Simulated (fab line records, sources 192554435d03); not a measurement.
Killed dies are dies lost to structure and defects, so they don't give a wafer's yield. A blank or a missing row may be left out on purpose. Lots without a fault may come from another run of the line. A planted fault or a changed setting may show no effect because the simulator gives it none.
Chamber matching | flow n5_finfet | N5_BEOL_M3_VIA_ETCH_34 on rie_diel-01: 4 sister chambers
The step etches the open film in C4F6/O2, target depth 69.4 nm, time 65.9 s. 4 wafers are shown with their chamber, then 11 later ones without.

WAFERS WITH THEIR CHAMBER
wafer  | chamber | showerhead_plenum_p_Torr (Torr)
L084.4 | 0       | 2.94
L084.6 | 2       | 2.92
L091.1 | 1       | 2.99
L092.2 | 3       | 2.75

WAFERS WITHOUT THEIR CHAMBER
wafer  | showerhead_plenum_p_Torr (Torr)
L092.4 | 2.94
L092.5 | 2.99
L094.1 | 2.75
L094.2 | 2.94
L094.3 | 2.99
L096.3 | 2.93
L096.4 | 2.99
L096.5 | 2.93
L097.4 | 2.93
L097.5 | 2.93
L097.6 | 2.98

WHICH CHAMBER EACH WENT THROUGH
wafer  | from the rows above     | in truth
L092.4 | 0                       | 0
L092.5 | 1                       | 1
L094.1 | 3                       | 3
L094.2 | 0                       | 0
L094.3 | 1                       | 1
L096.3 | can't be placed: 0 or 2 | 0
L096.4 | 1                       | 1
L096.5 | can't be placed: 0 or 2 | 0
L097.4 | can't be placed: 0 or 2 | 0
L097.5 | can't be placed: 0 or 2 | 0
L097.6 | 1                       | 1
Placed correctly: 7 of 11. Can't be placed from these rows: 4 (the true chamber is among the candidates in 4). Placed wrongly: 0.
How it was worked out, from the rows above alone: a wafer's distance from a chamber is the root of the sum, over the readings, of the square of ((its reading less the chamber's mean) divided by the reading's scatter). The wafer belongs to the nearest chamber; if the next one is less than 2 further off, it can't be placed. A chamber's mean is the mean of its shown wafers. The scatter: with one shown wafer a chamber, the root of the mean of the squares of how far each hidden wafer lies from its nearest shown one.
